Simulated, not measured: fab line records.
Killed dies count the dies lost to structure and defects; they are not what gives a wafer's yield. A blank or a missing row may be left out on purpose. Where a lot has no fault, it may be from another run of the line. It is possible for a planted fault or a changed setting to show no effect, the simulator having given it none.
Matching of chambers    flow n5Finfet    rieDiel-01 running N5_SDB_STRIP_21: 4 sister chambers
The step strips in CF4. 18 wafers are shown with their chamber, then 9 later ones without.

== WAFERS, EACH WITH ITS CHAMBER ==
wafer   chamber  drypumpMotorCurrentA (A)  showerheadPlenumPTorr (Torr)  oesProductAu (a.u.)
L074.2  0        5.8                       1.80                          0.77
L074.3  3        6.2                       1.91                          0.93
L074.4  1        5.0                       1.85                          0.72
L077.1  2        4.8                       1.73                          0.73
L077.4  1        5.1                       1.84                          0.71
L077.6  0        5.8                       1.80                          0.77
L079.1  3        6.1                       1.91                          0.89
L079.3  2        4.8                       1.73                          0.73
L079.5  0        5.8                       1.79                          0.77
L080.1  2        4.8                       1.72                          0.73
L080.2  1        5.1                       1.84                          0.71
L080.4  3        6.2                       1.91                          0.88
L081.1  2        4.8                       1.72                          0.73
L081.2  3        6.1                       1.91                          0.88
L081.3  1        5.1                       1.84                          0.71
L089.1  0        5.8                       1.79                          0.76
L089.5  1        5.0                       1.84                          0.70
L089.6  0        5.8                       1.79                          0.75

SIGNATURES (means of the wafers above)
reading                chamber 0  chamber 1  chamber 2  chamber 3  scatter within a chamber
drypumpMotorCurrentA   5.800      5.060      4.800      6.150      0.0396
showerheadPlenumPTorr  1.7940     1.8420     1.7250     1.9100     0.00463
oesProductAu           0.7640     0.7100     0.7300     0.8950     0.0126
Rule: a wafer's distance from a chamber is the root of the sum, over the readings, of the square of ((its reading less the chamber's mean) divided by the reading's scatter). If the next closest chamber is less than 2 further off than the closest, the wafer can't be placed; otherwise it belongs to the closest. The scatter: the root of (the sum of the squares of (reading less its chamber's mean) over the shown wafers, divided by (wafers less chambers)).

== WAFERS WITH NO CHAMBER GIVEN ==
wafer   drypumpMotorCurrentA (A)  showerheadPlenumPTorr (Torr)  oesProductAu (a.u.)
L092.1  6.2                       1.90                          0.84
L092.2  5.8                       1.79                          0.74
L092.5  5.8                       1.79                          0.74
L093.2  5.8                       1.79                          0.75
L093.4  4.8                       1.72                          0.71
L093.6  5.8                       1.79                          0.74
L096.1  4.8                       1.72                          0.71
L096.2  5.9                       1.78                          0.74
L096.3  5.0                       1.83                          0.69

== WHICH CHAMBER EACH ONE RAN IN ==
wafer   from the rows above  in truth
L092.1  3                    3
L092.2  0                    0
L092.5  0                    0
L093.2  0                    0
L093.4  2                    2
L093.6  0                    0
L096.1  2                    2
L096.2  0                    0
L096.3  1                    1
Placed correctly: 9 of 9. Not placeable from these rows: 0. Placed wrongly: 0.
